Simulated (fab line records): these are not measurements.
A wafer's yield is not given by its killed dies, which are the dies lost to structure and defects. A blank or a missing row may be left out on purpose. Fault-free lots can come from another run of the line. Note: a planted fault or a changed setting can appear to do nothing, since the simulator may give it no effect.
2 desks, one fault + flow n5 finfet + what lay behind the numbers comes last; until then each desk has only its own

## AT THE TOOL OWNER'S DESK: euv scanner-01
The tool's own readings at N5_BEOL_M3_EXPOSE_25 (exposes mask V2, defocus 5 nm): means of the sampled wafers that have a number, for each lot that ran on this tool. Marked OUT: a lot whose mean sits more than 4 standard deviations from the usual mean, which makes it out of limits; the brackets give that distance.
Columns: A = exposure dose mJ cm2 at N5_BEOL_M3_EXPOSE_25, usual 62.80; B = stage msd nm at N5_BEOL_M3_EXPOSE_25, usual 0.813 nm
| lot  | first seen here | A               | B     |
|------|-----------------|-----------------|-------|
| L877 | day 7 16:53     | 62.85           | 0.809 |
| L881 | day 8 15:34     | 62.83           | 0.811 |
| L885 | day 9 17:44     | 62.80           | 0.814 |
| L886 | day 9 20:52     | 62.78           | 0.810 |
| L893 | day 12 02:09    | 64.39 (+20) OUT | 0.805 |
| L894 | day 12 10:04    | 64.06 (+16) OUT | 0.805 |
| L896 | day 12 14:50    | 63.79 (+12) OUT | 0.806 |
Finding of this desk: L893, L894, L896 out of limits; the first was L893 at day 12 02:09, on exposure dose mJ cm2 at N5_BEOL_M3_EXPOSE_25. In limits: L877, L881, L885, L886.

## THE METROLOGY DESK
What the gauges read, lot by lot, whatever tool the lot ran on: means of the sampled wafers that have a number. Marked OUT: a lot whose mean sits more than 4 standard deviations from the usual mean, which makes it out of limits; the brackets give that distance. Of its 10 readings 7 are shown: those that lie furthest out on some lot.
Columns: A = DIBL_N at N5_BEOL_M4_RC_MEAS_101, usual 36.0 mV/V; B = DIBL_P at N5_BEOL_M4_RC_MEAS_101, usual 36.1 mV/V; C = IOFF_P at N5_BEOL_M4_RC_MEAS_101, usual 0.21 nA/um; D = ION_N at N5_BEOL_M4_RC_MEAS_101, usual 675 uA/um; E = ION_P at N5_BEOL_M4_RC_MEAS_101, usual 464 uA/um; F = VT_N at N5_BEOL_M4_RC_MEAS_101, usual 250 mV; G = VT_P at N5_BEOL_M4_RC_MEAS_101, usual -249 mV
| lot  | first seen here | A    | B    | C    | D   | E   | F   | G    |
|------|-----------------|------|------|------|-----|-----|-----|------|
| L877 | day 8 07:10     | 34.9 | 35.2 | 0.18 | 675 | 460 | 252 | -252 |
| L881 | day 9 12:30     | 35.8 | 37.1 | 0.21 | 668 | 454 | 250 | -252 |
| L885 | day 10 18:43    | 37.0 | 37.8 | 0.24 | 676 | 460 | 248 | -246 |
| L886 | day 10 20:14    | 38.1 | 39.7 | 0.30 | 688 | 481 | 247 | -244 |
| L887 | day 10 22:04    | 35.9 | 34.9 | 0.20 | 684 | 472 | 249 | -251 |
| L888 | day 10 22:27    | 36.0 | 36.2 | 0.24 | 670 | 466 | 248 | -247 |
| L893 | day 12 22:20    | 38.0 | 39.3 | 0.28 | 698 | 480 | 244 | -244 |
| L896 | day 13 06:37    | 33.4 | 35.1 | 0.21 | 670 | 467 | 253 | -248 |
| L894 | day 13 09:56    | 35.9 | 35.1 | 0.19 | 689 | 467 | 247 | -251 |
| L898 | day 13 14:01    | 37.7 | 39.4 | 0.29 | 682 | 470 | 245 | -243 |
Result from this desk: across the 10 lots, nothing is out of limits.

## PUT TOGETHER
The tool owner's desk could have raised an alarm at day 12 02:09, on L893, L894, L896.
At the metrology desk, nothing out of limits was observed.
The metrology desk holds a record of L893, L894, L896, inside its limits.
On euv scanner-01, each named lot ran N5_BEOL_M3_EXPOSE_25.

## WHAT THE SIMULATOR HAD INSERTED
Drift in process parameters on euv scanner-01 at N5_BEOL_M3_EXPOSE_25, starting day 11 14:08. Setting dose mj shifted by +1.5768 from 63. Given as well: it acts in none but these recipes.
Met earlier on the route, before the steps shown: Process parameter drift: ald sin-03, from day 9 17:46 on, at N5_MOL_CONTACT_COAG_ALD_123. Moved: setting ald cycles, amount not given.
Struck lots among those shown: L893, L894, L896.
Each desk's first reading out of limits, in hours after the fault started: the tool owner's desk, 12.
